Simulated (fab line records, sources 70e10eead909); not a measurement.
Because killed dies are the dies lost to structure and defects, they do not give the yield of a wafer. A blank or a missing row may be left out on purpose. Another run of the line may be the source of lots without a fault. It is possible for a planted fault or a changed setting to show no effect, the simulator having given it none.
fab line records    flow nandHarc    part 2 of 2: steps 32 to 43 of 43
record lots=5  wafers=15  lastDay=33
route steps=1302 shown A_DECK1_JOINT@539 A_ONON_D2@545 A_CHANNEL_HOLE_D2@570
lots untouched by any fault: they come from a run of this same line in which no faults occurred
startH: hours from the record's first day to the start of the lot's first wafer shown    waitH: hours since the lot's step before    " the same as in the row above    L1.1+2: a row that stands for several wafers    - value missing, or start not given    * or withheld: withheld    < > ~ a bound
route shown NAME@n: names a module that has steps shown in the file, with the first one's number in the route    usual: mean/standard deviation of fault-free wafers    same: alike in all rows    chamber/n: place in a boat    sites: the reading at each site    _std_site: standard deviation of those values    _edge_site: inner sites' mean taken away from outer sites' mean    radiusMm: how far each site lies from the wafer's centre    mask NAME#n: copy n    behind: tool/chamber where the wafer was last shaped    hold: cause of the lot's hold/its duration in hours/its outcome    device: the transistor (n, p or np) that didn't switch    end of line: the same wafers' tests at the end of the route    where a step has no rows: the recipe by itself    killed: dies lost to structure and defects at the first sort, not the wafer's yield    map: per-die view of a wafer (x killed, . not killed, _ where there is no die)
set.NAME: the setting as run; set.NAME@STEP: as run at that earlier step    model.NAME: the simulator's own value behind a step, which no gauge read
certain route steps with their lots: each step a table, each wafer a row
services: the hour from which a tool's chamber was out of use, counted from the record's first day as startH (under 0 if before that day), plus the number of hours and why
## steps
# step NHARC_A_CHANNEL_HOLE_D2_DEHYDRATE_02
# recipe tempC=150  timeS=120
# usual heaterPowerTotalW=182.6/1.3
# same timeS=120
lot.wafer  tool           chamber  startH  waitH  heaterPowerTotalW
L074.3     lithoTrack-01  0        299.06  0.2    180.5
L074.4     "              0        "       "      184.4
L074.6     "              0        "       "      182.9
L078.1     lithoTrack-01  0        343.12  0.2    180.9
L078.4     "              0        "       "      184.6
L078.6     "              0        "       "      184.4
L080.1     lithoTrack-06  0        363.18  0.2    182.8
L080.3     "              0        "       "      182.1
L080.5     "              0        "       "      183.3
L091.1     lithoTrack-06  0        464.65  0.2    184.8
L091.3     "              0        "       "      180.7
L091.6     "              0        "       "      181.2
L097.2     lithoTrack-06  0        516.84  0.2    181.0
L097.4     "              0        "       "      182.8
L097.5     "              0        "       "      184.0
# step NHARC_A_CHANNEL_HOLE_D2_HMDS_03
# recipe timeS=30
# same timeS=30
lot.wafer   tool           chamber  startH  waitH
L074.3+4+6  lithoTrack-01  0        -       -
L078.1+4+6  lithoTrack-01  0        -       -
L080.1+3+5  lithoTrack-06  0        -       -
L091.1+3+6  lithoTrack-06  0        -       -
L097.2+4+5  lithoTrack-06  0        -       -
# step NHARC_A_CHANNEL_HOLE_D2_COAT_36
# recipe tempC=260  timeS=75
# usual heaterPowerTotalW=486.9/1.6
# same timeS=75
lot.wafer  tool           chamber  startH  waitH  heaterPowerTotalW
L074.3     lithoTrack-01  0        -       -      486.2
L074.4     "              0        "       "      488.2
L074.6     "              0        "       "      487.6
L078.1     lithoTrack-01  0        -       -      487.2
L078.4     "              0        "       "      488.1
L078.6     "              0        "       "      484.9
L080.1     lithoTrack-06  0        -       -      484.9
L080.3     "              0        "       "      486.8
L080.5     "              0        "       "      484.9
L091.1     lithoTrack-06  0        -       -      486.7
L091.3     "              0        "       "      487.8
L091.6     "              0        "       "      485.0
L097.2     lithoTrack-06  0        -       -      487.3
L097.4     "              0        "       "      485.2
L097.5     "              0        "       "      484.9
# step NHARC_A_CHANNEL_HOLE_D2_COAT_37
# recipe tempC=225  timeS=65
# usual heaterPowerTotalW=446.7/2
# same timeS=65
lot.wafer  tool           chamber  startH  waitH  heaterPowerTotalW
L074.3     lithoTrack-01  0        -       -      447.1
L074.4     "              0        "       "      443.9
L074.6     "              0        "       "      449.6
L078.1     lithoTrack-01  0        -       -      449.5
L078.4     "              0        "       "      444.6
L078.6     "              0        "       "      445.3
L080.1     lithoTrack-06  0        -       -      444.7
L080.3     "              0        "       "      448.1
L080.5     "              0        "       "      445.5
L091.1     lithoTrack-06  0        -       -      446.6
L091.3     "              0        "       "      448.3
L091.6     "              0        "       "      448.7
L097.2     lithoTrack-06  0        -       -      449.5
L097.4     "              0        "       "      448.9
L097.5     "              0        "       "      444.2
# step NHARC_A_CHANNEL_HOLE_D2_COAT_04
# recipe spinRpm=1500  resistThkNm=90
# usual dispensePressureKPa=50/3.2
lot.wafer  tool           chamber  startH  waitH  dispensePressureKPa
L074.3     lithoTrack-01  0        -       -      46
L074.4     "              0        "       "      46
L074.6     "              0        "       "      46
L078.1     lithoTrack-01  0        -       -      46
L078.4     "              0        "       "      46
L078.6     "              0        "       "      46
L080.1     lithoTrack-06  0        -       -      54
L080.3     "              0        "       "      54
L080.5     "              0        "       "      54
L091.1     lithoTrack-06  0        -       -      54
L091.3     "              0        "       "      54
L091.6     "              0        "       "      54
L097.2     lithoTrack-06  0        -       -      54
L097.4     "              0        "       "      54
L097.5     "              0        "       "      54
# step NHARC_A_CHANNEL_HOLE_D2_SOFTBAKE_05
# recipe tempC=105  timeS=55
# usual heaterPowerTotalW=188.44/0.14
# same timeS=55
lot.wafer  tool           chamber  startH  waitH  heaterPowerTotalW
L074.3     lithoTrack-01  0        -       -      188.31
L074.4     "              0        "       "      188.46
L074.6     "              0        "       "      188.51
L078.1     lithoTrack-01  0        -       -      188.44
L078.4     "              0        "       "      188.41
L078.6     "              0        "       "      188.29
L080.1     lithoTrack-06  0        -       -      188.32
L080.3     "              0        "       "      188.56
L080.5     "              0        "       "      188.51
L091.1     lithoTrack-06  0        -       -      188.39
L091.3     "              0        "       "      188.64
L091.6     "              0        "       "      188.40
L097.2     lithoTrack-06  0        -       -      188.62
L097.4     "              0        "       "      188.35
L097.5     "              0        "       "      188.72
# step NHARC_A_CHANNEL_HOLE_D2_EBR_06
lot.wafer   tool           chamber  startH  waitH
L074.3+4+6  lithoTrack-01  0        -       -
L078.1+4+6  lithoTrack-01  0        -       -
L080.1+3+5  lithoTrack-06  0        -       -
L091.1+3+6  lithoTrack-06  0        -       -
L097.2+4+5  lithoTrack-06  0        -       -
# step NHARC_A_CHANNEL_HOLE_D2_EXPOSE_07
# recipe na=1.35  targetCdNm=100  sigmaOuter=0.3  doseMj=59.65  maskId=HOLE_D2
# same na=1.35
lot.wafer   tool            chamber  startH  waitH  mask
L074.3+4+6  arfiScanner-02  0        299.38  -      HOLE_D2#0
L078.1+4+6  arfiScanner-01  0        343.43  -      HOLE_D2#0
L080.1+3+5  arfiScanner-01  0        363.49  -      HOLE_D2#0
L091.1+3+6  arfiScanner-01  0        464.96  -      HOLE_D2#0
L097.2+4+5  arfiScanner-01  0        517.16  -      HOLE_D2#0
# step NHARC_A_CHANNEL_HOLE_D2_PEB_08
# recipe pebTempC=100  pebTimeS=65
# usual heaterPowerTotalW=156.7/0.41
lot.wafer  tool           chamber  startH  waitH  heaterPowerTotalW
L074.3     lithoTrack-06  0        299.43  0.0    157.0
L074.4     "              0        "       "      156.5
L074.6     "              0        "       "      156.1
L078.1     lithoTrack-04  0        343.49  0.1    156.7
L078.4     "              0        "       "      156.1
L078.6     "              0        "       "      156.8
L080.1     lithoTrack-04  0        363.55  0.1    156.3
L080.3     "              0        "       "      157.1
L080.5     "              0        "       "      156.0
L091.1     lithoTrack-01  0        465.02  0.1    157.0
L091.3     "              0        "       "      156.5
L091.6     "              0        "       "      156.2
L097.2     lithoTrack-01  0        517.21  0.1    156.6
L097.4     "              0        "       "      157.0
L097.5     "              0        "       "      156.3
# step NHARC_A_CHANNEL_HOLE_D2_DEVELOP_09
# recipe developTimeS=35  devTempC=23
# usual developerTempC=23.00/0.1
lot.wafer  tool           chamber  startH  waitH  developerTempC
L074.3     lithoTrack-06  0        -       -      22.84
L074.4     "              0        "       "      23.13
L074.6     "              0        "       "      23.03
L078.1     lithoTrack-04  0        -       -      22.96
L078.4     "              0        "       "      23.12
L078.6     "              0        "       "      23.06
L080.1     lithoTrack-04  0        -       -      23.07
L080.3     "              0        "       "      22.91
L080.5     "              0        "       "      22.91
L091.1     lithoTrack-01  0        -       -      22.89
L091.3     "              0        "       "      22.95
L091.6     "              0        "       "      22.97
L097.2     lithoTrack-01  0        -       -      22.95
L097.4     "              0        "       "      22.86
L097.5     "              0        "       "      22.90
# step NHARC_A_CHANNEL_HOLE_D2_CD_MEAS_10
# recipe targetCdNm=100  landingEnergyEv=500
# usual cdNm=100.1/0.48
lot.wafer  tool      chamber  startH  waitH  cdNm
L074.3     cdSem-03  0        299.51  -      100.2
L074.4     "         0        "       "      100.4
L074.6     "         0        "       "      100.3
L078.1     cdSem-01  0        343.57  -      100.2
L078.4     "         0        "       "      100.4
L078.6     "         0        "       "      99.7
L080.1     cdSem-03  0        363.63  -      99.9
L080.3     "         0        "       "      98.6
L080.5     "         0        "       "      100.0
L091.1     cdSem-02  0        465.10  -      99.8
L091.3     "         0        "       "      99.4
L091.6     "         0        "       "      100.1
L097.2     cdSem-02  0        517.29  -      99.6
L097.4     "         0        "       "      99.7
L097.5     "         0        "       "      100.1
# step NHARC_A_CHANNEL_HOLE_D2_OVL_MEAS_11
# usual overlayXNm=-0.2/0.71  overlayYNm=0.0/0.84
lot.wafer  tool        chamber  startH  waitH  overlayXNm  overlayYNm
L074.3     overlay-02  -        299.60  -      -0.6        -1.3
L074.4     "           -        "       "      -0.5        -0.7
L074.6     "           -        "       "      -0.5        -1.5
L078.1     overlay-01  -        343.66  -      -0.7        -0.3
L078.4     "           -        "       "      -0.3        0.2
L078.6     "           -        "       "      -0.9        0.0
L080.1     overlay-01  -        363.72  -      -0.7        -0.2
L080.3     "           -        "       "      -0.6        -0.5
L080.5     "           -        "       "      -0.2        0.2
L091.1     overlay-02  -        465.19  -      -2.1        -1.8
L091.3     "           -        "       "      -1.8        -2.0
L091.6     "           -        "       "      -1.9        -1.9
L097.2     overlay-01  -        517.38  -      0.4         0.4
L097.4     "           -        "       "      0.6         0.0
L097.5     "           -        "       "      0.5         -0.1
## services
tool            chamber  startH  hours  kind
cmp-03          -        263.57  4.0    pm
pecvd-04        -        269.31  13.0   pm
pecvdOnon-01    -        269.35  13.0   pm
cmp-03          -        275.97  0.8    repair
cmp-03          -        304.04  6.1    repair
pecvd-04        -        321.99  1.5    repair
lithoTrack-01   -        330.00  7.0    pm
lithoTrack-06   -        354.00  7.0    pm
cmp-03          -        354.93  3.0    repair
cmp-03          -        361.57  4.0    pm
pecvd-03        -        366.00  13.0   pm
pecvdOnon-02    -        366.00  13.0   pm
cmp-03          -        366.37  6.1    repair
cmp-03          -        373.87  4.5    repair
lithoTrack-04   -        378.01  7.0    pm
pecvdOnon-03    -        408.19  13.0   pm
arfiScanner-01  -        424.00  4.0    pm
pecvd-04        -        450.48  13.0   pm
pecvdOnon-01    -        450.58  13.0   pm
pecvd-03        0        454.19  3.5    repair
cmp-03          -        459.57  4.0    pm
pecvd-03        -        480.61  0.3    repair
pecvd-04        1        503.17  1.7    repair
lithoTrack-01   -        505.00  7.0    pm
